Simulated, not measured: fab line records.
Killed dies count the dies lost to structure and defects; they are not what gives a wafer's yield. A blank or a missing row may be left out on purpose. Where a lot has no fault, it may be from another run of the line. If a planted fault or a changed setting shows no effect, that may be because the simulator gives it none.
Split-lot experiment    flow n5Finfet    21 wafers read from 7 lots, route of 1938 steps

THE SPLIT
At N5_MOL_CONTACT_COAG_EXPOSE_37 (exposes mask VD, defocus 0 nm), the setting doseMj was moved away from the recipe's 62 on 7 of the 21 wafers read, by +3.1% to +6.0%. This setting was run at the recipe's value on the other wafers.

FROM THE SPLIT TO THE READING: what the file shows between them, 2 steps
- N5_MOL_CONTACT_COAG_PEB_38: peb time 60 s
- N5_MOL_CONTACT_COAG_DEVELOP_39: develop time 30 s

THE READING
Shown in nm: cdNm at N5_MOL_CONTACT_COAG_CD_MEAS_40, with target cd 25.1 nm. Typical for fault-free wafers on this fab line: 25.05 nm, with standard deviation 0.24 nm.

wafer   tool, chamber at the split  doseMj as run  against the recipe  cdNm, nm  against lot-mates on the recipe
L074.1  euvScanner-01, 0            62             recipe              24.77     -
L074.3  euvScanner-01, 0            64.41          +3.9%               25.87     +1.10
L074.5  euvScanner-01, 0            64.41          +3.9%               25.59     +0.82
L075.3  euvScanner-01, 0            62             recipe              24.84     -
L075.5  euvScanner-01, 0            62             recipe              25.14     -
L075.6  euvScanner-01, 0            62             recipe              25.12     -
L076.2  euvScanner-02, 0            62             recipe              24.89     -
L076.4  euvScanner-02, 0            62             recipe              24.93     -
L076.6  euvScanner-02, 0            62             recipe              25.24     -
L077.1  euvScanner-01, 0            65.7           +6.0%               26.68     +1.19
L077.2  euvScanner-01, 0            65.7           +6.0%               26.71     +1.22
L077.5  euvScanner-01, 0            62             recipe              25.49     -
L084.3  euvScanner-02, 0            64.84          +4.6%               25.75     +1.03
L084.4  euvScanner-02, 0            62             recipe              24.72     -
L084.5  euvScanner-02, 0            64.84          +4.6%               25.95     +1.23
L086.1  euvScanner-02, 0            62             recipe              24.90     -
L086.3  euvScanner-02, 0            63.93          +3.1%               25.85     +0.73
L086.5  euvScanner-02, 0            62             recipe              25.35     -
L096.4  euvScanner-01, 0            62             recipe              24.65     -
L096.5  euvScanner-01, 0            62             recipe              25.00     -
L096.6  euvScanner-01, 0            62             recipe              25.01     -

FIT RESULTS
A straight line over all 21 wafers: cdNm changes by +0.239 nm for each +1% of doseMj; r = +0.91; the points scatter about the line by 0.25 nm.
The same after taking each lot's own level away (the mean of its wafers on the recipe; 21 wafers): +0.223 nm for each +1%; r = +0.96; scatter 0.15 nm.
Per that fit: largest doseMj move, reading shift of 1.3 nm.
The span of the lots' own levels, 24.720 to 25.490 nm, comes to 3.2 times the standard deviation stated above.
Hence the lot-to-lot level has little effect on the slope; both slopes agree.
Check: with one of the wafers moved furthest among these (+6.0%) left out of the fit, the line predicts +1.39 nm for it against its lot-mates. Against them it came out at +1.19 nm.

OTHER SPLITS ON THESE WAFERS
These wafers also went through other splits before the reading. Each is held against what the fit with the lots' levels taken away leaves over:
other split on the same wafers             wafers away from the commonest value  r with cdNm (lot level and that fit taken away)
N5_HKMG_FIN_COAT_43 spinRpm                7                                     +0.42
N5_HKMG_FIN_ETCH_55 timeS                  3                                     +0.11
N5_MOL_CONTACT_COAG_EXPOSE_05 doseMj       5                                     -0.02
N5_MOL_CONTACT_COAG_CONTACT_ETCH_14 timeS  11                                    -0.21

FILE'S OWN FIT
cdNm changes by +0.225 nm for each +1% of doseMj, r = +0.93.
